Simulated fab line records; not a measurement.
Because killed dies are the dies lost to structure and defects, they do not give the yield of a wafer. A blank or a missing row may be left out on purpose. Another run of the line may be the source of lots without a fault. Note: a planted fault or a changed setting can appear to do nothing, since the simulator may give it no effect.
Matching of chambers    flow n5 finfet    4 sister chambers for N5_ILD0_CMP_12 on cmp-04
The step polishes SiNx, stops on poly-Si, t overpolish 6 s, target thk 17.67 nm. 4 wafers are shown with their chamber, then 9 later ones without.

WAFERS WITH THEIR CHAMBER
wafer   chamber  motor current A (A)
L084.1  2        8.8
L084.6  0        9.0
L088.3  3        10.5
L088.5  1        7.2

WAFERS WITHOUT THEIR CHAMBER
wafer   motor current A (A)
L094.2  10.7
L094.4  7.3
L094.5  7.1
L095.2  10.1
L095.3  9.1
L095.4  8.1
L096.2  9.4
L096.3  8.9
L096.6  7.6

CHAMBER TAKEN BY EACH
wafer   from the rows above           in truth
L094.2  3                             3
L094.4  1                             1
L094.5  1                             1
L095.2  3                             3
L095.3  can't be placed: 0 or 2       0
L095.4  can't be placed: 2 or 1 or 0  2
L096.2  can't be placed: 0 or 2       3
L096.3  can't be placed: 0 or 2       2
L096.6  1                             1
Correctly placed: 5 of 9. From these rows, 4 cannot be placed; in 3 the true chamber is one of the candidates. Wrongly placed: 0.
How it was worked out, from the rows above alone: a wafer's distance from a chamber is the root of the sum, over the readings, of the square of ((its reading less the chamber's mean) divided by the reading's scatter). The wafer belongs to the nearest chamber; if the next one is less than 2 further off, it can't be placed. The mean given for a chamber averages the wafers shown for that chamber. The scatter: root of mean squared gap, hidden wafer to nearest shown wafer, with one shown wafer a chamber.
